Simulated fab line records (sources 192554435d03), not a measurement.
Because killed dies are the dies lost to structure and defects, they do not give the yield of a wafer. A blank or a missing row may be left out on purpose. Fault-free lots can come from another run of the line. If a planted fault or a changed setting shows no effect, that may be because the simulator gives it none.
What tool caused it? :: flow n5 finfet :: 25 wafers from 9 lots sampled at 5 of the route's 1938 steps

## WHAT EACH GAUGE READ, for each wafer
N5_GATE_CUT_INSPECT_15: inspects for defects (brightfield). Usual: raw defect count reads 134 (standard deviation 46).
lot: L453
measured: day 4 15:23
on: defect inspect-01
raw defect count: 160 165
flag: 

lot: L455
measured: day 5 03:46
on: defect inspect-02
raw defect count: 77 59 83
flag: 

lot: L459
measured: day 6 05:25
on: defect inspect-01
raw defect count: 170 137 174
flag: 

lot: L462
measured: day 7 00:56
on: defect inspect-02
raw defect count: 88 134 99
flag: 

lot: L469
measured: day 8 17:38
on: defect inspect-02
raw defect count: 145 143
flag: 

lot: L470
measured: day 9 00:39
on: defect inspect-01
raw defect count: 87 152 109
flag: 

lot: L471
measured: day 9 04:49
on: defect inspect-02
raw defect count: 178 227 183
flag: 

lot: L472
measured: day 9 16:41
on: defect inspect-01
raw defect count: 92 84 71
flag: 

lot: L475
measured: day 10 06:47
on: defect inspect-02
raw defect count: 109 120 94
flag: 

N5_BEOL_M4_RC_MEAS_101. Usual: DIBL_N 36.1 mV/V, standard deviation 2.3; DIBL_P 36 mV/V, standard deviation 3.2; IOFF_N 0.16 nA/um, standard deviation 0.045; IOFF_P 0.21 nA/um, standard deviation 0.049; ION_N 674 uA/um, standard deviation 14; ION_P 462 uA/um, standard deviation 8.4; SS_N 71.6 mV/dec, standard deviation 0.83; SS_P 73.2 mV/dec, standard deviation 0.87; VT_N 249 mV, standard deviation 3.8; VT_P -250 mV, standard deviation 3.4.
lot: L453
measured: day 12 07:51
on: prober-01
DIBL_N (mV/V): 33.3 34.5
DIBL_P (mV/V): 35 36
IOFF_N (nA/um): 0.12 0.13
IOFF_P (nA/um): 0.19 0.23
ION_N (uA/um): 655 664
ION_P (uA/um): 460 464
SS_N (mV/dec): 70.6 70.5
SS_P (mV/dec): 73.0 72.7
VT_N (mV): 254 249
VT_P (mV): -250 -244
flag: 

lot: L455
measured: day 11 20:04
on: prober-01
DIBL_N (mV/V): 39.1 38.2 36.7
DIBL_P (mV/V): 42 40 39
IOFF_N (nA/um): 0.22 0.20 0.19
IOFF_P (nA/um): 0.29 0.26 0.26
ION_N (uA/um): 686 679 695
ION_P (uA/um): 468 465 481
SS_N (mV/dec): 72.3 72.0 71.3
SS_P (mV/dec): 74.4 73.7 73.7
VT_N (mV): 246 248 244
VT_P (mV): -246 -246 -246
flag: 

lot: L459
measured: day 13 23:03
on: prober-02
DIBL_N (mV/V): 37.8 42.2 36.9
DIBL_P (mV/V): 38 44 37
IOFF_N (nA/um): 0.18 0.31 0.17
IOFF_P (nA/um): 0.23 0.34 0.22
ION_N (uA/um): 684 692 694
ION_P (uA/um): 470 471 468
SS_N (mV/dec): 72.6 73.7 71.5
SS_P (mV/dec): 73.9 76.2 73.5
VT_N (mV): 251 243 246
VT_P (mV): -250 -247 -250
flag: 

lot: L462
measured: day 13 15:51
on: prober-01
DIBL_N (mV/V): 33.8 34.2 34.2
DIBL_P (mV/V): 34 34 34
IOFF_N (nA/um): 0.16 0.14 0.15
IOFF_P (nA/um): 0.22 0.21 0.21
ION_N (uA/um): 667 662 684
ION_P (uA/um): 462 460 474
SS_N (mV/dec): 71.5 71.5 71.1
SS_P (mV/dec): 73.0 72.4 73.1
VT_N (mV): 248 250 248
VT_P (mV): -248 -249 -249
flag: 

lot: L469
measured: day 15 19:21
on: prober-01
DIBL_N (mV/V): 35.0 35.4
DIBL_P (mV/V): 37 37
IOFF_N (nA/um): 0.14 0.15
IOFF_P (nA/um): 0.19 0.19
ION_N (uA/um): 678 676
ION_P (uA/um): 466 465
SS_N (mV/dec): 72.0 72.3
SS_P (mV/dec): 73.1 73.5
VT_N (mV): 254 251
VT_P (mV): -256 -253
flag: 

lot: L470
measured: day 15 19:40
on: prober-02
DIBL_N (mV/V): 36.0 34.3 38.8
DIBL_P (mV/V): 35 33 39
IOFF_N (nA/um): 0.16 0.15 0.24
IOFF_P (nA/um): 0.22 0.20 0.29
ION_N (uA/um): 669 670 688
ION_P (uA/um): 460 459 464
SS_N (mV/dec): 71.3 71.2 72.0
SS_P (mV/dec): 72.8 72.3 73.4
VT_N (mV): 248 248 243
VT_P (mV): -247 -248 -247
flag: 

lot: L471
measured: day 17 04:29
on: prober-01
DIBL_N (mV/V): 35.1 36.6 35.3
DIBL_P (mV/V): 37 38 37
IOFF_N (nA/um): 0.15 0.19 0.15
IOFF_P (nA/um): 0.23 0.23 0.21
ION_N (uA/um): 659 682 665
ION_P (uA/um): 460 457 454
SS_N (mV/dec): 71.3 72.4 71.9
SS_P (mV/dec): 73.8 73.2 73.4
VT_N (mV): 250 248 252
VT_P (mV): -250 -250 -250
flag: 

lot: L472
measured: day 15 22:50
on: prober-02
DIBL_N (mV/V): 37.6 39.2 36.5
DIBL_P (mV/V): 38 41 37
IOFF_N (nA/um): 0.17 0.21 0.15
IOFF_P (nA/um): 0.20 0.28 0.20
ION_N (uA/um): 673 674 675
ION_P (uA/um): 458 466 462
SS_N (mV/dec): 71.3 72.2 71.2
SS_P (mV/dec): 73.8 75.1 73.9
VT_N (mV): 248 249 248
VT_P (mV): -252 -249 -254
flag: 

lot: L475
measured: day 17 10:15
on: prober-01
DIBL_N (mV/V): 37.5 40.1 37.4
DIBL_P (mV/V): 39 42 38
IOFF_N (nA/um): 0.20 0.24 0.19
IOFF_P (nA/um): 0.25 0.29 0.24
ION_N (uA/um): 683 679 681
ION_P (uA/um): 463 461 466
SS_N (mV/dec): 72.7 72.7 72.0
SS_P (mV/dec): 73.3 74.2 73.7
VT_N (mV): 246 246 247
VT_P (mV): -248 -248 -247
flag: 

## TOOL THAT RAN EACH LOT (tool first, then ch and the chambers of the sampled wafers, then the start)
lot: L453
N5_GATE_CUT_STRIP_59: rie diel-05 ch 2,3, day 4 12:00
N5_GATE_CUT_CMP_02: cmp-03 ch 0,2, day 4 14:29
N5_GATE_CUT_HM_OPEN_40: rie diel-02 ch 2,3, day 4 15:39

lot: L455
N5_GATE_CUT_STRIP_59: rie diel-06 ch 0,1, day 5 00:10
N5_GATE_CUT_CMP_02: cmp-02 ch 0,2,3, day 5 03:03
N5_GATE_CUT_HM_OPEN_40: rie diel-05 ch 0,2, day 5 03:58

lot: L459
N5_GATE_CUT_STRIP_59: rie diel-02 ch 0,1, day 6 02:02
N5_GATE_CUT_CMP_02: cmp-04 ch 1,2,3, day 6 04:36
N5_GATE_CUT_HM_OPEN_40: rie diel-05 ch 0,1,3, day 6 05:37

lot: L462
N5_GATE_CUT_STRIP_59: rie diel-05 ch 0,2, day 6 21:34
N5_GATE_CUT_CMP_02: cmp-03 ch 0,2, day 7 00:02
N5_GATE_CUT_HM_OPEN_40: rie diel-06 ch 0,1, day 7 01:14

lot: L469
N5_GATE_CUT_STRIP_59: rie diel-05 ch 1,2, day 8 14:06
N5_GATE_CUT_CMP_02: cmp-02 ch 0,3, day 8 16:47
N5_GATE_CUT_HM_OPEN_40: rie diel-05 ch 1,2, day 8 18:19

lot: L470
N5_GATE_CUT_STRIP_59: rie diel-06 ch 0,2,3, day 8 21:16
N5_GATE_CUT_CMP_02: cmp-02 ch 0,1,3, day 8 23:46
N5_GATE_CUT_HM_OPEN_40: rie diel-05 ch 0,1,3, day 9 00:56

lot: L471
N5_GATE_CUT_STRIP_59: rie diel-05 ch 0,1,2, day 9 01:34
N5_GATE_CUT_CMP_02: cmp-03 ch 0,1,2, day 9 04:04
N5_GATE_CUT_HM_OPEN_40: rie diel-02 ch 0,1,3, day 9 05:01

lot: L472
N5_GATE_CUT_STRIP_59: rie diel-06 ch 0,1,2, day 9 13:25
N5_GATE_CUT_CMP_02: cmp-04 ch 0,1,2, day 9 15:55
N5_GATE_CUT_HM_OPEN_40: rie diel-02 ch 0,1,2, day 9 16:53

lot: L475
N5_GATE_CUT_STRIP_59: rie diel-05 ch 0,1,2, day 10 03:33
N5_GATE_CUT_CMP_02: cmp-04 ch 1,2,3, day 10 06:07
N5_GATE_CUT_HM_OPEN_40: rie diel-02 ch 0,1,3, day 10 06:59
- N5_GATE_CUT_STRIP_59: strips in N2/H2, time 20 s.
- N5_GATE_CUT_CMP_02: polishes, stops on SiO2, t overpolish 12.7 s, target thk 0 nm.
- N5_GATE_CUT_HM_OPEN_40: chemistry C4F6/O2, target SiO2, target depth 139 nm, time 85.1 s.

## AS READ BY THE TOOLS THEMSELVES (means over the sampled wafers that have a number; for cases with no such wafer, the mark the record gives instead)
N5_GATE_CUT_STRIP_59. Usual: drypump motor current A 5.6 A, standard deviation 0.4; oes product au 0.77 a.u., standard deviation 0.064; rf vpp V 45.4 V, standard deviation 0.83; showerhead plenum p Torr 3.41 Torr, standard deviation 0.12; throttle valve pct 12.25 %, standard deviation 0.28.
lot: L453
tool: rie diel-05
drypump motor current A (A): 5.9
oes product au (a.u.): 0.78
rf vpp V (V): 45.9
showerhead plenum p Torr (Torr): 3.42
throttle valve pct (%): 12.21
flag: 

lot: L455
tool: rie diel-06
drypump motor current A (A): 5.7
oes product au (a.u.): 0.84
rf vpp V (V): 46.2
showerhead plenum p Torr (Torr): 3.50
throttle valve pct (%): 11.93
flag: 

lot: L459
tool: rie diel-02
drypump motor current A (A): 5.3
oes product au (a.u.): 0.76
rf vpp V (V): 45.4
showerhead plenum p Torr (Torr): 3.31
throttle valve pct (%): 12.45
flag: 

lot: L462
tool: rie diel-05
drypump motor current A (A): 5.4
oes product au (a.u.): 0.76
rf vpp V (V): 45.6
showerhead plenum p Torr (Torr): 3.34
throttle valve pct (%): 12.26
flag: 

lot: L469
tool: rie diel-05
drypump motor current A (A): 5.9
oes product au (a.u.): 0.74
rf vpp V (V): 46.3
showerhead plenum p Torr (Torr): 3.53
throttle valve pct (%): 12.41
flag: 

lot: L470
tool: rie diel-06
drypump motor current A (A): 5.8
oes product au (a.u.): 0.82
rf vpp V (V): 46.1
showerhead plenum p Torr (Torr): 3.39
throttle valve pct (%): 12.20
flag: 

lot: L471
tool: rie diel-05
drypump motor current A (A): 5.6
oes product au (a.u.): 0.74
rf vpp V (V): 46.2
showerhead plenum p Torr (Torr): 3.43
throttle valve pct (%): 12.39
flag: 

lot: L472
tool: rie diel-06
drypump motor current A (A): 5.7
oes product au (a.u.): 0.77
rf vpp V (V): 45.2
showerhead plenum p Torr (Torr): 3.41
throttle valve pct (%): 12.18
flag: 

lot: L475
tool: rie diel-05
drypump motor current A (A): 5.6
oes product au (a.u.): 0.74
rf vpp V (V): 46.1
showerhead plenum p Torr (Torr): 3.42
throttle valve pct (%): 12.42
flag: 

N5_GATE_CUT_CMP_02. Usual: edge zone pressure frac 1.000, standard deviation 0.0052; motor current A 9.4 A, standard deviation 0.67; overpolish run s 12.701 s, standard deviation 0.0097; platen rpm 51.80 rpm, standard deviation 0.038; time to endpoint s 25 s, standard deviation 3.1.
lot: L453
tool: cmp-03
edge zone pressure frac: 1.004
motor current A (A): 10.2
overpolish run s (s): 12.701
platen rpm (rpm): 51.80
time to endpoint s (s): 26
flag: 

lot: L455
tool: cmp-02
edge zone pressure frac: 0.999
motor current A (A): 9.4
overpolish run s (s): 12.704
platen rpm (rpm): 51.79
time to endpoint s (s): 28
flag: 

lot: L459
tool: cmp-04
edge zone pressure frac: 1.005
motor current A (A): 9.6
overpolish run s (s): 12.707
platen rpm (rpm): 51.81
time to endpoint s (s): 25
flag: 

lot: L462
tool: cmp-03
edge zone pressure frac: 1.002
motor current A (A): 10.0
overpolish run s (s): 12.696
platen rpm (rpm): 51.78
time to endpoint s (s): 25
flag: 

lot: L469
tool: cmp-02
edge zone pressure frac: 0.996
motor current A (A): 9.4
overpolish run s (s): 12.697
platen rpm (rpm): 51.82
time to endpoint s (s): 22
flag: 

lot: L470
tool: cmp-02
edge zone pressure frac: 1.000
motor current A (A): 9.5
overpolish run s (s): 12.693
platen rpm (rpm): 51.83
time to endpoint s (s): 28
flag: 

lot: L471
tool: cmp-03
edge zone pressure frac: 1.004
motor current A (A): 9.7
overpolish run s (s): 12.705
platen rpm (rpm): 51.78
time to endpoint s (s): 25
flag: 

lot: L472
tool: cmp-04
edge zone pressure frac: 0.999
motor current A (A): 8.7
overpolish run s (s): 12.699
platen rpm (rpm): 51.79
time to endpoint s (s): 26
flag: 

lot: L475
tool: cmp-04
edge zone pressure frac: 0.997
motor current A (A): 9.5
overpolish run s (s): 12.700
platen rpm (rpm): 51.81
time to endpoint s (s): 23
flag: 

N5_GATE_CUT_HM_OPEN_40. Usual: drypump motor current A 5.6 A, standard deviation 0.47; etch rf on time s 95.0 s, standard deviation 2.2; oes product au 0.69 a.u., standard deviation 0.046; rf vpp V 676 V, standard deviation 19; showerhead plenum p Torr 2.85 Torr, standard deviation 0.12; throttle valve pct 20.97 %, standard deviation 0.22.
lot: L453
tool: rie diel-02
drypump motor current A (A): 5.4
etch rf on time s (s): 94.2
oes product au (a.u.): 0.72
rf vpp V (V): 688
showerhead plenum p Torr (Torr): 2.83
throttle valve pct (%): 20.91
flag: 

lot: L455
tool: rie diel-05
drypump motor current A (A): 5.4
etch rf on time s (s): 94.8
oes product au (a.u.): 0.69
rf vpp V (V): 679
showerhead plenum p Torr (Torr): 2.82
throttle valve pct (%): 20.93
flag: 

lot: L459
tool: rie diel-05
drypump motor current A (A): 5.4
etch rf on time s (s): 94.2
oes product au (a.u.): 0.67
rf vpp V (V): 670
showerhead plenum p Torr (Torr): 2.80
throttle valve pct (%): 20.96
flag: 

lot: L462
tool: rie diel-06
drypump motor current A (A): 5.7
etch rf on time s (s): 95.0
oes product au (a.u.): 0.72
rf vpp V (V): 681
showerhead plenum p Torr (Torr): 2.90
throttle valve pct (%): 20.87
flag: 

lot: L469
tool: rie diel-05
drypump motor current A (A): 5.8
etch rf on time s (s): 119.2
oes product au (a.u.): 0.62
rf vpp V (V): 652
showerhead plenum p Torr (Torr): 2.98
throttle valve pct (%): 21.02
flag: OFF

lot: L470
tool: rie diel-05
drypump motor current A (A): 5.5
etch rf on time s (s): 105.7
oes product au (a.u.): 0.64
rf vpp V (V): 669
showerhead plenum p Torr (Torr): 2.79
throttle valve pct (%): 20.98
flag: OFF

lot: L471
tool: rie diel-02
drypump motor current A (A): 5.6
etch rf on time s (s): 93.9
oes product au (a.u.): 0.70
rf vpp V (V): 695
showerhead plenum p Torr (Torr): 2.80
throttle valve pct (%): 21.06
flag: 

lot: L472
tool: rie diel-02
drypump motor current A (A): 5.4
etch rf on time s (s): 94.6
oes product au (a.u.): 0.66
rf vpp V (V): 678
showerhead plenum p Torr (Torr): 2.85
throttle valve pct (%): 20.97
flag: 

lot: L475
tool: rie diel-02
drypump motor current A (A): 5.6
etch rf on time s (s): 94.2
oes product au (a.u.): 0.70
rf vpp V (V): 696
showerhead plenum p Torr (Torr): 2.80
throttle valve pct (%): 21.07
flag: 

## THE ANSWER, worked out from the rows above alone
Rule: take the mean of a lot's wafers that have a number; if it is more than 3 standard deviations from the usual mean, the lot is off. Also off: a lot with no number at a reading for which 4 or more lots have one. Where the step has rows for the other lots, those lots are counted as sound. First the gauges in route order, then the tools' own readings, where a lot's mean is used as printed above. At the first step where some lot is off, the reading lying furthest off is the one used; lots without a number count as furthest.
Off at N5_GATE_CUT_HM_OPEN_40 (etch rf on time s): L469, L470.
If a tool, at that step or one of the process steps before it, ran each lot that is off and ran no sound lot following the first of them, it fits. 2 tools fit, cmp-02 at N5_GATE_CUT_CMP_02 and rie diel-05 at N5_GATE_CUT_HM_OPEN_40, so this cannot tell which one it is.

## WHAT WAS PUT IN BY THE SIMULATOR
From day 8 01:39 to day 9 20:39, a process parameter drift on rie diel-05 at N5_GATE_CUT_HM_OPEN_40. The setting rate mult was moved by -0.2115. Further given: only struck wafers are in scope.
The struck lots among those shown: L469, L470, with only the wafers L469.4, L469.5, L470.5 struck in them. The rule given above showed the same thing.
